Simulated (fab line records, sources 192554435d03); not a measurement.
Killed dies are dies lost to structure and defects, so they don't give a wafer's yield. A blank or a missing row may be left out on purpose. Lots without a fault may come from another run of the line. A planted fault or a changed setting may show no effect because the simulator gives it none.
Problem report in the 8D (eight disciplines) form, filled by code | flow n5_finfet | the parts of the form that need people (team, actions taken, sign-off) are left out

1. THE PROBLEM
rf_fwd_power_W at N5_BEOL_M3_ETCH_70 reads a mean of 634 W on 6 wafers of 2 lots; wafers without a fault read 835 W with a standard deviation of 3. That is -67 standard deviations from the usual mean.
The step: etches SOC in N2/H2, target depth 80 nm, overetch 16 nm, time 120 s.
First seen on wafer L678.4, day 11 11:22, on rie_diel-05. The record holds 27 wafers of 9 lots with a number at this step. Rule for "out", or "out of limits": more than 4 standard deviations from the usual mean. The other wafers with a number count as sound.

2. WHAT IT IS AND WHAT IT IS NOT
question                    | is                       | is not
which readings at this step | rf_fwd_power_W, rf_vpp_V | drypump_motor_current_A, oes_product_au, showerhead_plenum_p_Torr, throttle_valve_pct
which lots                  | L678, L679               | L662, L663, L665, L668, L670, L682, L684
which wafers of those lots  | all that have a number   | -
read on which tools         | rie_diel-05              | rie_diel-01, rie_diel-03
when                        | from day 11 11:22        | up to then (15 sound wafers); but 6 sound wafers of L682, L684 came after

3. SUSPECTS, AND WHAT RULES EACH OUT
Counting: a tool at a process step up to the reading stays a suspect if it ran every lot that is out and no sound lot after the first of them.
- rie_diel-05 at N5_BEOL_M3_ETCH_70 (etches SOC in N2/H2, target depth 80 nm, overetch 16 nm, time 120 s): kept. It ran every lot that is out, first L678 (day 11 11:22), and no sound lot after that; its last sound lot up to then is L670 (day 9 06:36). Its own readings are out on those wafers: rf_fwd_power_W, rf_vpp_V.
Left after counting: rie_diel-05 at N5_BEOL_M3_ETCH_70.

4. THE CAUSE (what the simulator had put in)
Process parameter drift: rie_diel-05, from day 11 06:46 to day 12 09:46, at N5_BEOL_M3_ETCH_70. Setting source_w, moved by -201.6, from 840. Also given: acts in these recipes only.
Counting left only this tool.

5. THE CHAIN OF EFFECTS, in route order
Each row: a reading whose mean over the struck wafers that have a number lies more than 3 standard deviations from the usual. Only readings for which the record gives a usual standard deviation are gone through. hours: the time from each lot's start at the first step in this table that gives one to its start at this step, as a median over the lots. sigmas: the change in usual standard deviations.
hours | step               | reading        | usual | on struck wafers | change | sigmas
0     | N5_BEOL_M3_ETCH_70 | rf_fwd_power_W | 835 W | 634              | -202   | -67
0     | N5_BEOL_M3_ETCH_70 | rf_vpp_V       | 524 V | 571              | +47    | +15
The process steps in it:
- N5_BEOL_M3_ETCH_70: etches SOC in N2/H2, target depth 80 nm, overetch 16 nm, time 120 s.
Later measuring or inspecting steps at which every struck wafer that the step has a row for has a number for every such reading, and none has moved that far: N5_BEOL_M4_RC_MEAS_101.

6. WHAT WOULD HAVE CAUGHT IT SOONER
In this record the first reading out of limits was taken at day 11 11:22, 5 hours after the fault began at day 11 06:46.
